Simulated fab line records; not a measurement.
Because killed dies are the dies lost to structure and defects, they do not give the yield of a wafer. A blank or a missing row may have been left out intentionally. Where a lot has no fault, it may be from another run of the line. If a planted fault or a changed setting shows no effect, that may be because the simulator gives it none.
Matching of chambers / flow n5_finfet / rie_diel-05 running N5_BEOL_M8_VIA_ETCH_34: 4 sister chambers
The step etches SiCOH lowk in C4F6/O2, target depth 125.5 nm, time 50.5 s. 4 wafers are shown with their chamber, then 7 later ones without.

## EACH WAFER AND ITS CHAMBER
wafer=L090.2; chamber=2; rf_vpp_V (V)=679
wafer=L090.3; chamber=0; rf_vpp_V (V)=650
wafer=L092.1; chamber=3; rf_vpp_V (V)=664
wafer=L092.2; chamber=1; rf_vpp_V (V)=669

## WAFERS MISSING THEIR CHAMBER
wafer=L092.3; rf_vpp_V (V)=651
wafer=L094.1; rf_vpp_V (V)=662
wafer=L094.5; rf_vpp_V (V)=661
wafer=L094.6; rf_vpp_V (V)=669
wafer=L095.2; rf_vpp_V (V)=662
wafer=L095.3; rf_vpp_V (V)=679
wafer=L095.4; rf_vpp_V (V)=667

## WHICH CHAMBER EACH ONE RAN IN
wafer=L092.3; from the rows above=0; in truth=0
wafer=L094.1; from the rows above=3; in truth=3
wafer=L094.5; from the rows above=3; in truth=3
wafer=L094.6; from the rows above=1; in truth=1
wafer=L095.2; from the rows above=3; in truth=3
wafer=L095.3; from the rows above=2; in truth=2
wafer=L095.4; from the rows above=can't be placed: 1 or 3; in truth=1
Correct placement for 6 of the 7. Unplaceable from these rows: 1, with the true chamber sitting among the candidates in 1. 0 placed wrongly.
How it was worked out, from the rows above alone: a wafer's distance from a chamber is the root of the sum, over the readings, of the square of ((its reading less the chamber's mean) divided by the reading's scatter). The wafer belongs to the nearest chamber; if the next one is less than 2 further off, it can't be placed. Each chamber's mean is taken over the wafers shown for it. The scatter (one wafer shown for each chamber): square how far every hidden wafer sits from the nearest shown wafer, average those squares and take the square root.
